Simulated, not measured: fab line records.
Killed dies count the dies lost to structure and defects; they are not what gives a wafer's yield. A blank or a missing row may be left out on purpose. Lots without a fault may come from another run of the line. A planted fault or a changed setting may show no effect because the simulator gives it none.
fab line records || flow nand-harc
record {"lots": 14, "wafers": 40, "last-day": 33}
route steps=1302 shown A_CONTACT@1066 THIN_TSV@1267 END@1302
lots that met no fault: from a run of the same line without faults
start-h: hours from the record's opening day to when the first of the lot's shown wafers began || wait-h: hours since the lot's step before || " same as the row above || L1.1+2: a row that stands for several wafers || - no value present, or no start provided || * or withheld: withheld || < > ~ a bound
route shown NAME@n: names a module that has steps shown in the file, with the first one's number in the route || usual: the fault-free wafers' mean and standard deviation || same: alike in all rows || chamber/n: place in a boat || sites: readings site by site || _std_site: standard deviation across them || _edge_site: the outer-site mean with the inner-site mean subtracted || radius-mm: for every site, how far away it sits from the centre of the wafer || mask NAME#n: copy n || behind: the last tool/chamber to shape the wafer || hold: the reason the lot was held/the length of the hold in hours/how it ended || device: which transistor (n, p or np) failed to switch || end of line: the same wafers' tests at the end of the route || where a step has no rows: the recipe by itself || killed: dies that structure and defects cost at the first sort, which is not the same as the wafer's yield || map: dies across one wafer; x = killed, . = not, _ = none there
set.NAME: the run value of the setting; set.NAME@STEP: its run value at that earlier step || model.NAME: the simulator's own value behind a step, which no gauge read
one table for each step of the route and one row for each wafer, over a sample of lots
services: a tool's chamber out of use, with start hour (start-h, from the record's first day; less than 0 if before it), hours out, and reason
## steps
# step NHARC_A_CONTACT_DEP_84
# recipe {"target-thk-a": 28000, "temp-c": 400, "material": "aC"}
# usual {"throttle-valve-pct": "35.000/0.0089"}
{"lot.wafer": "L557.1", "tool": "acl-dep-01", "chamber": 0, "start-h": 499.43, "wait-h": "-", "throttle-valve-pct": 35.002}
{"lot.wafer": "L557.3", "tool": "acl-dep-01", "chamber": 0, "start-h": 499.43, "wait-h": "-", "throttle-valve-pct": 34.995}
{"lot.wafer": "L557.4", "tool": "acl-dep-01", "chamber": 0, "start-h": 499.43, "wait-h": "-", "throttle-valve-pct": 35.006}
{"lot.wafer": "L558.1", "tool": "acl-dep-02", "chamber": 0, "start-h": 527.02, "wait-h": "-", "throttle-valve-pct": 35.003}
{"lot.wafer": "L558.3", "tool": "acl-dep-02", "chamber": 0, "start-h": 527.02, "wait-h": "-", "throttle-valve-pct": 35.006}
{"lot.wafer": "L558.5", "tool": "acl-dep-02", "chamber": 0, "start-h": 527.02, "wait-h": "-", "throttle-valve-pct": 34.985}
{"lot.wafer": "L560.1", "tool": "acl-dep-03", "chamber": 0, "start-h": 528.39, "wait-h": "-", "throttle-valve-pct": 34.994}
{"lot.wafer": "L560.2", "tool": "acl-dep-03", "chamber": 0, "start-h": 528.39, "wait-h": "-", "throttle-valve-pct": 34.993}
{"lot.wafer": "L560.3", "tool": "acl-dep-03", "chamber": 0, "start-h": 528.39, "wait-h": "-", "throttle-valve-pct": 35.006}
{"lot.wafer": "L559.2", "tool": "acl-dep-03", "chamber": 0, "start-h": 534.38, "wait-h": "-", "throttle-valve-pct": 35.012}
{"lot.wafer": "L559.4", "tool": "acl-dep-03", "chamber": 0, "start-h": 534.38, "wait-h": "-", "throttle-valve-pct": 34.992}
{"lot.wafer": "L559.5", "tool": "acl-dep-03", "chamber": 0, "start-h": 534.38, "wait-h": "-", "throttle-valve-pct": 35.012}
{"lot.wafer": "L561.4", "tool": "acl-dep-01", "chamber": 0, "start-h": 547.91, "wait-h": "-", "throttle-valve-pct": 34.991}
{"lot.wafer": "L561.5", "tool": "acl-dep-01", "chamber": 0, "start-h": 547.91, "wait-h": "-", "throttle-valve-pct": 34.999}
{"lot.wafer": "L561.6", "tool": "acl-dep-01", "chamber": 0, "start-h": 547.91, "wait-h": "-", "throttle-valve-pct": 35.002}
{"lot.wafer": "L562.1", "tool": "acl-dep-03", "chamber": 0, "start-h": 566.43, "wait-h": "-", "throttle-valve-pct": 34.999}
{"lot.wafer": "L562.4", "tool": "acl-dep-03", "chamber": 0, "start-h": 566.43, "wait-h": "-", "throttle-valve-pct": 35.005}
{"lot.wafer": "L562.6", "tool": "acl-dep-03", "chamber": 0, "start-h": 566.43, "wait-h": "-", "throttle-valve-pct": 34.993}
{"lot.wafer": "L564.3", "tool": "acl-dep-02", "chamber": 0, "start-h": 572.20, "wait-h": "-", "throttle-valve-pct": 35.010}
{"lot.wafer": "L564.4", "tool": "acl-dep-02", "chamber": 0, "start-h": 572.20, "wait-h": "-", "throttle-valve-pct": 34.986}
{"lot.wafer": "L564.5", "tool": "acl-dep-02", "chamber": 0, "start-h": 572.20, "wait-h": "-", "throttle-valve-pct": 35.007}
{"lot.wafer": "L563.1", "tool": "acl-dep-03", "chamber": 0, "start-h": 576.32, "wait-h": "-", "throttle-valve-pct": 35.005}
{"lot.wafer": "L563.4", "tool": "acl-dep-03", "chamber": 0, "start-h": 576.32, "wait-h": "-", "throttle-valve-pct": 35.006}
{"lot.wafer": "L563.5", "tool": "acl-dep-03", "chamber": 0, "start-h": 576.32, "wait-h": "-", "throttle-valve-pct": 34.996}
{"lot.wafer": "L566.3", "tool": "acl-dep-03", "chamber": 0, "start-h": 584.32, "wait-h": "-", "throttle-valve-pct": 35.003}
{"lot.wafer": "L566.5", "tool": "acl-dep-03", "chamber": 0, "start-h": 584.32, "wait-h": "-", "throttle-valve-pct": 34.988}
{"lot.wafer": "L566.6", "tool": "acl-dep-03", "chamber": 0, "start-h": 584.32, "wait-h": "-", "throttle-valve-pct": 35.000}
{"lot.wafer": "L565.4", "tool": "acl-dep-02", "chamber": 0, "start-h": 588.63, "wait-h": "-", "throttle-valve-pct": 35.011}
{"lot.wafer": "L565.5", "tool": "acl-dep-02", "chamber": 0, "start-h": 588.63, "wait-h": "-", "throttle-valve-pct": 34.996}
{"lot.wafer": "L565.6", "tool": "acl-dep-02", "chamber": 0, "start-h": 588.63, "wait-h": "-", "throttle-valve-pct": 35.011}
{"lot.wafer": "L569.2", "tool": "acl-dep-02", "chamber": 0, "start-h": 634.80, "wait-h": "-", "throttle-valve-pct": 34.994}
{"lot.wafer": "L569.5", "tool": "acl-dep-02", "chamber": 0, "start-h": 634.80, "wait-h": "-", "throttle-valve-pct": 34.991}
{"lot.wafer": "L572.2", "tool": "acl-dep-02", "chamber": 0, "start-h": 659.10, "wait-h": "-", "throttle-valve-pct": 35.005}
{"lot.wafer": "L572.6", "tool": "acl-dep-02", "chamber": 0, "start-h": 660.26, "wait-h": "-", "throttle-valve-pct": 34.994}
{"lot.wafer": "L578.2", "tool": "acl-dep-02", "chamber": 0, "start-h": 723.88, "wait-h": "-", "throttle-valve-pct": 35.008}
{"lot.wafer": "L578.4", "tool": "acl-dep-02", "chamber": 0, "start-h": 723.88, "wait-h": "-", "throttle-valve-pct": 34.989}
{"lot.wafer": "L578.6", "tool": "acl-dep-02", "chamber": 0, "start-h": 723.88, "wait-h": "-", "throttle-valve-pct": 34.992}
{"lot.wafer": "L580.1", "tool": "acl-dep-03", "chamber": 0, "start-h": 746.93, "wait-h": "-", "throttle-valve-pct": 35.012}
{"lot.wafer": "L580.4", "tool": "acl-dep-03", "chamber": 0, "start-h": 746.93, "wait-h": "-", "throttle-valve-pct": 34.993}
{"lot.wafer": "L580.5", "tool": "acl-dep-03", "chamber": 0, "start-h": 746.93, "wait-h": "-", "throttle-valve-pct": 34.998}
# step NHARC_THIN_TSV_DEP_47
# recipe {"target-thk-a": 2000, "temp-c": "withheld", "pressure-torr": 6.5, "rf-w": 900, "teos-flow-sccm": 161.4, "flow-sccm": 2650, "target-thk-nm": 200, "gas": "O2", "material": "SiO2"}
# usual {"throttle-valve-pct": "16.6/0.45"}
{"lot.wafer": "L557.3", "tool": "pecvd-02", "chamber": 1, "start-h": 539.86, "wait-h": "-", "throttle-valve-pct": 16.3}
{"lot.wafer": "L557.1", "tool": "pecvd-02", "chamber": 2, "start-h": 539.86, "wait-h": "-", "throttle-valve-pct": 17.0}
{"lot.wafer": "L557.4", "tool": "pecvd-02", "chamber": 1, "start-h": 539.86, "wait-h": "-", "throttle-valve-pct": 16.4}
{"lot.wafer": "L560.1", "tool": "pecvd-01", "chamber": 0, "start-h": 565.68, "wait-h": "-", "throttle-valve-pct": 16.4}
{"lot.wafer": "L560.3", "tool": "pecvd-01", "chamber": 1, "start-h": 565.68, "wait-h": "-", "throttle-valve-pct": 16.2}
{"lot.wafer": "L560.2", "tool": "pecvd-01", "chamber": 2, "start-h": 565.68, "wait-h": "-", "throttle-valve-pct": 15.5}
{"lot.wafer": "L558.1", "tool": "pecvd-03", "chamber": 0, "start-h": 566.72, "wait-h": "-", "throttle-valve-pct": 16.2}
{"lot.wafer": "L558.3", "tool": "pecvd-03", "chamber": 2, "start-h": 566.72, "wait-h": "-", "throttle-valve-pct": 17.2}
{"lot.wafer": "L558.5", "tool": "pecvd-03", "chamber": 0, "start-h": 566.72, "wait-h": "-", "throttle-valve-pct": 16.0}
{"lot.wafer": "L559.2", "tool": "pecvd-02", "chamber": 1, "start-h": 573.17, "wait-h": "-", "throttle-valve-pct": 16.3}
{"lot.wafer": "L559.4", "tool": "pecvd-02", "chamber": 2, "start-h": 573.17, "wait-h": "-", "throttle-valve-pct": 17.0}
{"lot.wafer": "L559.5", "tool": "pecvd-02", "chamber": 0, "start-h": 573.17, "wait-h": "-", "throttle-valve-pct": 16.3}
{"lot.wafer": "L561.5", "tool": "pecvd-02", "chamber": 0, "start-h": 586.59, "wait-h": "-", "throttle-valve-pct": 16.3}
{"lot.wafer": "L561.6", "tool": "pecvd-02", "chamber": 1, "start-h": 586.59, "wait-h": "-", "throttle-valve-pct": 16.7}
{"lot.wafer": "L561.4", "tool": "pecvd-02", "chamber": 2, "start-h": 586.59, "wait-h": "-", "throttle-valve-pct": 17.0}
{"lot.wafer": "L562.1", "tool": "pecvd-03", "chamber": 1, "start-h": 605.00, "wait-h": "-", "throttle-valve-pct": 16.7}
{"lot.wafer": "L562.4", "tool": "pecvd-03", "chamber": 1, "start-h": 605.00, "wait-h": "-", "throttle-valve-pct": 16.9}
{"lot.wafer": "L562.6", "tool": "pecvd-03", "chamber": 2, "start-h": 605.00, "wait-h": "-", "throttle-valve-pct": 17.2}
{"lot.wafer": "L564.3", "tool": "pecvd-03", "chamber": 1, "start-h": 611.88, "wait-h": "-", "throttle-valve-pct": 16.7}
{"lot.wafer": "L564.5", "tool": "pecvd-03", "chamber": 0, "start-h": 611.88, "wait-h": "-", "throttle-valve-pct": 16.2}
{"lot.wafer": "L564.4", "tool": "pecvd-03", "chamber": 1, "start-h": 611.88, "wait-h": "-", "throttle-valve-pct": 16.7}
{"lot.wafer": "L563.1", "tool": "pecvd-01", "chamber": 0, "start-h": 616.35, "wait-h": "-", "throttle-valve-pct": 16.4}
{"lot.wafer": "L563.4", "tool": "pecvd-01", "chamber": 1, "start-h": 616.35, "wait-h": "-", "throttle-valve-pct": 16.3}
{"lot.wafer": "L563.5", "tool": "pecvd-01", "chamber": 2, "start-h": 616.35, "wait-h": "-", "throttle-valve-pct": 15.4}
{"lot.wafer": "L566.3", "tool": "pecvd-02", "chamber": 0, "start-h": 625.01, "wait-h": "-", "throttle-valve-pct": 16.1}
{"lot.wafer": "L566.6", "tool": "pecvd-02", "chamber": 0, "start-h": 625.01, "wait-h": "-", "throttle-valve-pct": 16.0}
{"lot.wafer": "L566.5", "tool": "pecvd-02", "chamber": 1, "start-h": 625.01, "wait-h": "-", "throttle-valve-pct": 16.4}
{"lot.wafer": "L565.4", "tool": "pecvd-03", "chamber": 2, "start-h": 626.22, "wait-h": "-", "throttle-valve-pct": 16.9}
{"lot.wafer": "L565.5", "tool": "pecvd-03", "chamber": 0, "start-h": 626.22, "wait-h": "-", "throttle-valve-pct": 16.6}
{"lot.wafer": "L565.6", "tool": "pecvd-03", "chamber": 2, "start-h": 626.22, "wait-h": "-", "throttle-valve-pct": 17.1}
{"lot.wafer": "L569.5", "tool": "pecvd-03", "chamber": 0, "start-h": 673.54, "wait-h": "-", "throttle-valve-pct": 16.2}
{"lot.wafer": "L578.2", "tool": "pecvd-01", "chamber": 0, "start-h": 762.64, "wait-h": "-", "throttle-valve-pct": 17.0}
{"lot.wafer": "L578.6", "tool": "pecvd-01", "chamber": 2, "start-h": 762.64, "wait-h": "-", "throttle-valve-pct": 15.5}
{"lot.wafer": "L578.4", "tool": "pecvd-01", "chamber": 1, "start-h": 762.64, "wait-h": "-", "throttle-valve-pct": 16.4}
{"lot.wafer": "L580.1", "tool": "pecvd-01", "chamber": 0, "start-h": 787.01, "wait-h": "-", "throttle-valve-pct": 16.9}
{"lot.wafer": "L580.4", "tool": "pecvd-01", "chamber": 0, "start-h": 787.01, "wait-h": "-", "throttle-valve-pct": 17.3}
{"lot.wafer": "L580.5", "tool": "pecvd-01", "chamber": 2, "start-h": 787.01, "wait-h": "-", "throttle-valve-pct": 15.5}
# step NHARC_THIN_TSV_DEGAS_53
# recipe {"temp-c": 300, "time-s": 60}
# usual {"heater-power-w": "448/27"}
{"lot.wafer": "L557.3", "tool": "pvd-sputter-03", "chamber": "-", "start-h": 542.79, "wait-h": 0.1, "heater-power-w": 444}
{"lot.wafer": "L557.4", "tool": "pvd-sputter-03", "chamber": "-", "start-h": 542.79, "wait-h": 0.1, "heater-power-w": 454}
{"lot.wafer": "L557.1", "tool": "pvd-sputter-03", "chamber": "-", "start-h": 542.79, "wait-h": 0.1, "heater-power-w": 455}
{"lot.wafer": "L560.3", "tool": "pvd-sputter-01", "chamber": "-", "start-h": 568.59, "wait-h": 0.1, "heater-power-w": 391}
{"lot.wafer": "L560.2", "tool": "pvd-sputter-01", "chamber": "-", "start-h": 568.59, "wait-h": 0.1, "heater-power-w": 476}
{"lot.wafer": "L560.1", "tool": "pvd-sputter-01", "chamber": "-", "start-h": 568.59, "wait-h": 0.1, "heater-power-w": 449}
{"lot.wafer": "L558.1", "tool": "pvd-sputter-02", "chamber": "-", "start-h": 569.76, "wait-h": 0.1, "heater-power-w": 458}
{"lot.wafer": "L558.3", "tool": "pvd-sputter-02", "chamber": "-", "start-h": 569.76, "wait-h": 0.1, "heater-power-w": 472}
{"lot.wafer": "L558.5", "tool": "pvd-sputter-02", "chamber": "-", "start-h": 569.76, "wait-h": 0.1, "heater-power-w": 469}
{"lot.wafer": "L559.2", "tool": "pvd-sputter-01", "chamber": "-", "start-h": 576.11, "wait-h": 0.1, "heater-power-w": 493}
{"lot.wafer": "L559.4", "tool": "pvd-sputter-01", "chamber": "-", "start-h": 576.11, "wait-h": 0.1, "heater-power-w": 405}
{"lot.wafer": "L559.5", "tool": "pvd-sputter-01", "chamber": "-", "start-h": 576.11, "wait-h": 0.1, "heater-power-w": 402}
{"lot.wafer": "L561.4", "tool": "pvd-sputter-03", "chamber": "-", "start-h": 589.43, "wait-h": 0.1, "heater-power-w": 469}
{"lot.wafer": "L561.5", "tool": "pvd-sputter-03", "chamber": "-", "start-h": 589.43, "wait-h": 0.1, "heater-power-w": 446}
{"lot.wafer": "L561.6", "tool": "pvd-sputter-03", "chamber": "-", "start-h": 589.43, "wait-h": 0.1, "heater-power-w": 451}
{"lot.wafer": "L562.4", "tool": "pvd-sputter-03", "chamber": "-", "start-h": 607.92, "wait-h": 0.1, "heater-power-w": 455}
{"lot.wafer": "L562.1", "tool": "pvd-sputter-03", "chamber": "-", "start-h": 607.92, "wait-h": 0.1, "heater-power-w": 435}
{"lot.wafer": "L562.6", "tool": "pvd-sputter-03", "chamber": "-", "start-h": 607.92, "wait-h": 0.1, "heater-power-w": 434}
{"lot.wafer": "L564.3", "tool": "pvd-sputter-02", "chamber": "-", "start-h": 614.77, "wait-h": 0.1, "heater-power-w": 458}
{"lot.wafer": "L564.4", "tool": "pvd-sputter-02", "chamber": "-", "start-h": 614.77, "wait-h": 0.1, "heater-power-w": 455}
{"lot.wafer": "L564.5", "tool": "pvd-sputter-02", "chamber": "-", "start-h": 614.77, "wait-h": 0.1, "heater-power-w": 448}
{"lot.wafer": "L563.4", "tool": "pvd-sputter-03", "chamber": "-", "start-h": 619.19, "wait-h": 0.1, "heater-power-w": 436}
{"lot.wafer": "L563.1", "tool": "pvd-sputter-03", "chamber": "-", "start-h": 619.19, "wait-h": 0.1, "heater-power-w": 460}
{"lot.wafer": "L563.5", "tool": "pvd-sputter-03", "chamber": "-", "start-h": 619.19, "wait-h": 0.1, "heater-power-w": 428}
{"lot.wafer": "L566.3", "tool": "pvd-sputter-03", "chamber": "-", "start-h": 627.98, "wait-h": 0.1, "heater-power-w": 431}
{"lot.wafer": "L566.5", "tool": "pvd-sputter-03", "chamber": "-", "start-h": 627.98, "wait-h": 0.1, "heater-power-w": 439}
{"lot.wafer": "L566.6", "tool": "pvd-sputter-03", "chamber": "-", "start-h": 627.98, "wait-h": 0.1, "heater-power-w": 449}
{"lot.wafer": "L565.4", "tool": "pvd-sputter-02", "chamber": "-", "start-h": 629.14, "wait-h": 0.1, "heater-power-w": 435}
{"lot.wafer": "L565.6", "tool": "pvd-sputter-02", "chamber": "-", "start-h": 629.14, "wait-h": 0.1, "heater-power-w": 455}
{"lot.wafer": "L565.5", "tool": "pvd-sputter-02", "chamber": "-", "start-h": 629.14, "wait-h": 0.1, "heater-power-w": 452}
{"lot.wafer": "L569.5", "tool": "pvd-sputter-01", "chamber": "-", "start-h": 676.39, "wait-h": 0.1, "heater-power-w": 414}
{"lot.wafer": "L578.4", "tool": "pvd-sputter-02", "chamber": "-", "start-h": 765.52, "wait-h": 0.1, "heater-power-w": 431}
{"lot.wafer": "L578.2", "tool": "pvd-sputter-02", "chamber": "-", "start-h": 765.52, "wait-h": 0.1, "heater-power-w": 452}
{"lot.wafer": "L578.6", "tool": "pvd-sputter-02", "chamber": "-", "start-h": 765.52, "wait-h": 0.1, "heater-power-w": 451}
{"lot.wafer": "L580.4", "tool": "pvd-sputter-02", "chamber": "-", "start-h": 789.93, "wait-h": 0.1, "heater-power-w": 455}
{"lot.wafer": "L580.1", "tool": "pvd-sputter-02", "chamber": "-", "start-h": 789.93, "wait-h": 0.1, "heater-power-w": 439}
{"lot.wafer": "L580.5", "tool": "pvd-sputter-02", "chamber": "-", "start-h": 789.93, "wait-h": 0.1, "heater-power-w": 463}
# step NHARC_THIN_TSV_CD_MEAS_37
# usual {"cd-nm": "4999.9/2.3"}
{"lot.wafer": "L557.1", "tool": "cd-sem-01", "chamber": "-", "start-h": 545.29, "wait-h": "-", "cd-nm": 5000.9}
{"lot.wafer": "L557.3", "tool": "cd-sem-01", "chamber": "-", "start-h": 545.29, "wait-h": "-", "cd-nm": 4997.2}
{"lot.wafer": "L557.4", "tool": "cd-sem-01", "chamber": "-", "start-h": 545.29, "wait-h": "-", "cd-nm": 4998.6}
{"lot.wafer": "L560.1", "tool": "cd-sem-03", "chamber": "-", "start-h": 571.18, "wait-h": "-", "cd-nm": 5001.3}
{"lot.wafer": "L560.2", "tool": "cd-sem-03", "chamber": "-", "start-h": 571.18, "wait-h": "-", "cd-nm": 4997.5}
{"lot.wafer": "L560.3", "tool": "cd-sem-03", "chamber": "-", "start-h": 571.18, "wait-h": "-", "cd-nm": 5001.3}
{"lot.wafer": "L558.1", "tool": "cd-sem-03", "chamber": "-", "start-h": 572.36, "wait-h": "-", "cd-nm": 4999.4}
{"lot.wafer": "L558.3", "tool": "cd-sem-03", "chamber": "-", "start-h": 572.36, "wait-h": "-", "cd-nm": 5000.8}
{"lot.wafer": "L558.5", "tool": "cd-sem-03", "chamber": "-", "start-h": 572.36, "wait-h": "-", "cd-nm": 4998.5}
{"lot.wafer": "L559.2", "tool": "cd-sem-03", "chamber": "-", "start-h": 578.71, "wait-h": "-", "cd-nm": 5000.4}
{"lot.wafer": "L559.4", "tool": "cd-sem-03", "chamber": "-", "start-h": 578.71, "wait-h": "-", "cd-nm": 5004.3}
{"lot.wafer": "L559.5", "tool": "cd-sem-03", "chamber": "-", "start-h": 578.71, "wait-h": "-", "cd-nm": 4999.3}
{"lot.wafer": "L561.4", "tool": "cd-sem-03", "chamber": "-", "start-h": 592.00, "wait-h": "-", "cd-nm": 5002.2}
{"lot.wafer": "L561.5", "tool": "cd-sem-03", "chamber": "-", "start-h": 592.00, "wait-h": "-", "cd-nm": 5004.7}
{"lot.wafer": "L561.6", "tool": "cd-sem-03", "chamber": "-", "start-h": 592.00, "wait-h": "-", "cd-nm": 5002.7}
{"lot.wafer": "L562.1", "tool": "cd-sem-02", "chamber": "-", "start-h": 610.39, "wait-h": "-", "cd-nm": 5002.0}
{"lot.wafer": "L562.4", "tool": "cd-sem-02", "chamber": "-", "start-h": 610.39, "wait-h": "-", "cd-nm": 4996.6}
{"lot.wafer": "L562.6", "tool": "cd-sem-02", "chamber": "-", "start-h": 610.39, "wait-h": "-", "cd-nm": 4998.1}
{"lot.wafer": "L564.3", "tool": "cd-sem-02", "chamber": "-", "start-h": 617.35, "wait-h": "-", "cd-nm": 4997.6}
{"lot.wafer": "L564.4", "tool": "cd-sem-02", "chamber": "-", "start-h": 617.35, "wait-h": "-", "cd-nm": 4999.7}
{"lot.wafer": "L564.5", "tool": "cd-sem-02", "chamber": "-", "start-h": 617.35, "wait-h": "-", "cd-nm": 4997.9}
{"lot.wafer": "L563.1", "tool": "cd-sem-03", "chamber": "-", "start-h": 621.72, "wait-h": "-", "cd-nm": 4999.1}
{"lot.wafer": "L563.4", "tool": "cd-sem-03", "chamber": "-", "start-h": 621.72, "wait-h": "-", "cd-nm": 4996.8}
{"lot.wafer": "L563.5", "tool": "cd-sem-03", "chamber": "-", "start-h": 621.72, "wait-h": "-", "cd-nm": 4995.5}
{"lot.wafer": "L566.3", "tool": "cd-sem-01", "chamber": "-", "start-h": 630.63, "wait-h": "-", "cd-nm": 4999.1}
{"lot.wafer": "L566.5", "tool": "cd-sem-01", "chamber": "-", "start-h": 630.63, "wait-h": "-", "cd-nm": 5000.0}
{"lot.wafer": "L566.6", "tool": "cd-sem-01", "chamber": "-", "start-h": 630.63, "wait-h": "-", "cd-nm": 5000.0}
{"lot.wafer": "L565.4", "tool": "cd-sem-02", "chamber": "-", "start-h": 631.65, "wait-h": "-", "cd-nm": 4998.3}
{"lot.wafer": "L565.5", "tool": "cd-sem-02", "chamber": "-", "start-h": 631.65, "wait-h": "-", "cd-nm": 5001.5}
{"lot.wafer": "L565.6", "tool": "cd-sem-02", "chamber": "-", "start-h": 631.65, "wait-h": "-", "cd-nm": 4998.5}
{"lot.wafer": "L569.5", "tool": "cd-sem-03", "chamber": "-", "start-h": 678.81, "wait-h": "-", "cd-nm": 4999.3}
{"lot.wafer": "L578.2", "tool": "cd-sem-02", "chamber": "-", "start-h": 768.18, "wait-h": "-", "cd-nm": 4995.0}
{"lot.wafer": "L578.4", "tool": "cd-sem-02", "chamber": "-", "start-h": 768.18, "wait-h": "-", "cd-nm": 5000.7}
{"lot.wafer": "L578.6", "tool": "cd-sem-02", "chamber": "-", "start-h": 768.18, "wait-h": "-", "cd-nm": 4998.6}
{"lot.wafer": "L580.1", "tool": "cd-sem-01", "chamber": "-", "start-h": 792.39, "wait-h": "-", "cd-nm": 5002.8}
{"lot.wafer": "L580.4", "tool": "cd-sem-01", "chamber": "-", "start-h": 792.39, "wait-h": "-", "cd-nm": 5003.9}
{"lot.wafer": "L580.5", "tool": "cd-sem-01", "chamber": "-", "start-h": 792.39, "wait-h": "-", "cd-nm": 4999.5}
# step NHARC_END_SORT_01
# recipe {"temp-c": 25}
# usual {"killed-at-array": "54/17", "killed-at-other": "1.0/1.4", "killed-at-periphery": "3.6/2.1", "killed-dies": "58/17", "killed-open": "3.2/2", "killed-short": "2.5/1.5"}
# same {"gross-dies": 677}
{"lot.wafer": "L569.2", "tool": "prober-01", "chamber": 0, "start-h": 687.72, "wait-h": 2.8, "killed-at-array": 609, "killed-at-other": 0, "killed-at-periphery": 3, "killed-dies": 612, "killed-open": 0, "killed-short": 1}
{"lot.wafer": "L569.5", "tool": "prober-01", "chamber": 0, "start-h": 690.17, "wait-h": 3.8, "killed-at-array": 24, "killed-at-other": 2, "killed-at-periphery": 5, "killed-dies": 31, "killed-open": 8, "killed-short": 3}
{"lot.wafer": "L572.2", "tool": "prober-01", "chamber": 0, "start-h": 711.71, "wait-h": 2.8, "killed-at-array": 626, "killed-at-other": 0, "killed-at-periphery": 6, "killed-dies": 632, "killed-open": 5, "killed-short": 3}
{"lot.wafer": "L572.6", "tool": "prober-01", "chamber": 0, "start-h": 714.91, "wait-h": 4.0, "killed-at-array": 640, "killed-at-other": 0, "killed-at-periphery": 6, "killed-dies": 646, "killed-open": 2, "killed-short": 3}
# killed by level:class
L569.2 A_CONTACT:area-dep=593 A_CHANNEL_HOLE_D1:chamber-film-flake=9 A_STAIRCASE:chamber-film-flake=2 A_BLC:chamber-film-flake=2 P_M1:geometric-particle:short=1 P_STI:chamber-film-flake=1 P_BONDPAD:chamber-film-flake=1 A_ZERO_WELL:chamber-film-flake=1
L569.5 A_CHANNEL_HOLE_D1:chamber-film-flake=7 A_M0:geometric-particle:open=5 P_BONDPAD:chamber-film-flake=3 A_SLIT:chamber-film-flake=3 A_DECK1_JOINT:chamber-film-flake=2 P_CONTACT:geometric-particle:open=1 A_CHANNEL_FILL_D1:geometric-particle:open=1 A_ONON_D2:geometric-particle:short=1
L572.2 A_CONTACT:area-dep=575 A_CHANNEL_HOLE_D2:chamber-film-flake=21 A_CHANNEL_HOLE_D1:chamber-film-flake=11 A_STAIRCASE:chamber-film-flake=9 A_CONTACT:chamber-film-flake=3 P_GATE:chamber-film-flake=2 P_M0:geometric-particle:open=1 P_M0:geometric-particle:short=1
L572.6 A_CONTACT:area-dep=579 A_CHANNEL_HOLE_D1:chamber-film-flake=27 A_CHANNEL_HOLE_D2:chamber-film-flake=13 A_STAIRCASE:chamber-film-flake=10 P_GATE:chamber-film-flake=2 P_BONDPAD:chamber-film-flake=2 A_ZERO_WELL:chamber-film-flake=2 A_SLIT:chamber-film-flake=2
## services
{"tool": "pvd-sputter-02", "chamber": "-", "start-h": 481.92, "hours": 1.1, "kind": "repair"}
{"tool": "acl-dep-03", "chamber": "-", "start-h": 482.66, "hours": 13.0, "kind": "pm"}
{"tool": "pvd-sputter-02", "chamber": "-", "start-h": 488.29, "hours": 10.0, "kind": "pm"}
{"tool": "pecvd-01", "chamber": "-", "start-h": 492.21, "hours": 13.0, "kind": "pm"}
{"tool": "pecvd-01", "chamber": 1, "start-h": 518.80, "hours": 2.4, "kind": "repair"}
{"tool": "pvd-sputter-03", "chamber": "-", "start-h": 526.00, "hours": 10.0, "kind": "pm"}
{"tool": "pecvd-02", "chamber": 0, "start-h": 546.20, "hours": 4.9, "kind": "repair"}
{"tool": "pecvd-03", "chamber": "-", "start-h": 547.43, "hours": 13.0, "kind": "pm"}
{"tool": "pecvd-02", "chamber": 1, "start-h": 554.32, "hours": 9.8, "kind": "repair"}
{"tool": "pvd-sputter-03", "chamber": "-", "start-h": 558.89, "hours": 0.7, "kind": "repair"}
{"tool": "pecvd-03", "chamber": 1, "start-h": 562.41, "hours": 6.9, "kind": "repair"}
{"tool": "pvd-sputter-02", "chamber": "-", "start-h": 582.53, "hours": 2.4, "kind": "repair"}
{"tool": "pecvd-02", "chamber": "-", "start-h": 589.41, "hours": 13.0, "kind": "pm"}
{"tool": "pecvd-01", "chamber": "-", "start-h": 601.23, "hours": 0.5, "kind": "repair"}
{"tool": "acl-dep-02", "chamber": "-", "start-h": 610.03, "hours": 13.0, "kind": "pm"}
{"tool": "pecvd-01", "chamber": "-", "start-h": 612.21, "hours": 1.5, "kind": "repair"}
{"tool": "pvd-sputter-03", "chamber": "-", "start-h": 612.77, "hours": 0.6, "kind": "repair"}
{"tool": "pecvd-03", "chamber": 1, "start-h": 625.56, "hours": 7.6, "kind": "repair"}
{"tool": "pvd-sputter-03", "chamber": "-", "start-h": 660.43, "hours": 8.5, "kind": "repair"}
{"tool": "acl-dep-03", "chamber": "-", "start-h": 663.66, "hours": 13.0, "kind": "pm"}
{"tool": "pvd-sputter-02", "chamber": "-", "start-h": 666.29, "hours": 10.0, "kind": "pm"}
{"tool": "pecvd-03", "chamber": "-", "start-h": 697.37, "hours": 0.6, "kind": "repair"}
{"tool": "pvd-sputter-03", "chamber": "-", "start-h": 704.00, "hours": 10.0, "kind": "pm"}
{"tool": "pecvd-03", "chamber": "-", "start-h": 728.43, "hours": 13.0, "kind": "pm"}
## key
first-sign {"step": "NHARC_END_SORT_01", "reading": "killed-dies", "direction": "up", "sigmas": 33, "usual": 58, "struck": 630}
effect {"step": "NHARC_END_SORT_01", "reading": "killed-at-array", "direction": "up", "sigmas": 33, "usual": 54, "struck": 625}
more-kills-born-at {"NHARC_A_CONTACT_DEP_84@acl-dep-02": 1747}
met-at NHARC_A_CONTACT_DEP_84
struck-lots L569,L572
struck-wafers L569.2,L572.2,L572.6
later-rows-left-out L569.2,L572.2,L572.6
tester-left-out L569,L572
not-acting-at NHARC_THIN_TSV_DEP_47,NHARC_THIN_TSV_DEGAS_53,NHARC_THIN_TSV_CD_MEAS_37
onset-between 588.63 634.80
fault {"kind": "process-parameter-drift", "tool": "acl-dep-02", "chamber": "-", "onset-h": 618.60, "steps": "NHARC_A_CONTACT_DEP_84", "channel": "target-thk-a", "offset": "*", "shape": "step", "end-h": 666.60, "scope": "struck-wafers-only", "acts-in": "*", "stated": "*"}
# tester-left-out: of these lots the tester's yield and bins aren't shown, on N5 and GAA mostly nor the transistor test; their killed dies are dies lost to structure and defects alone, not to doping, threshold or leakage, so they don't give the yield
# later-rows-left-out: the simulator's readings of these wafers behind a module that went badly wrong aren't trusted and aren't shown, but for the sort
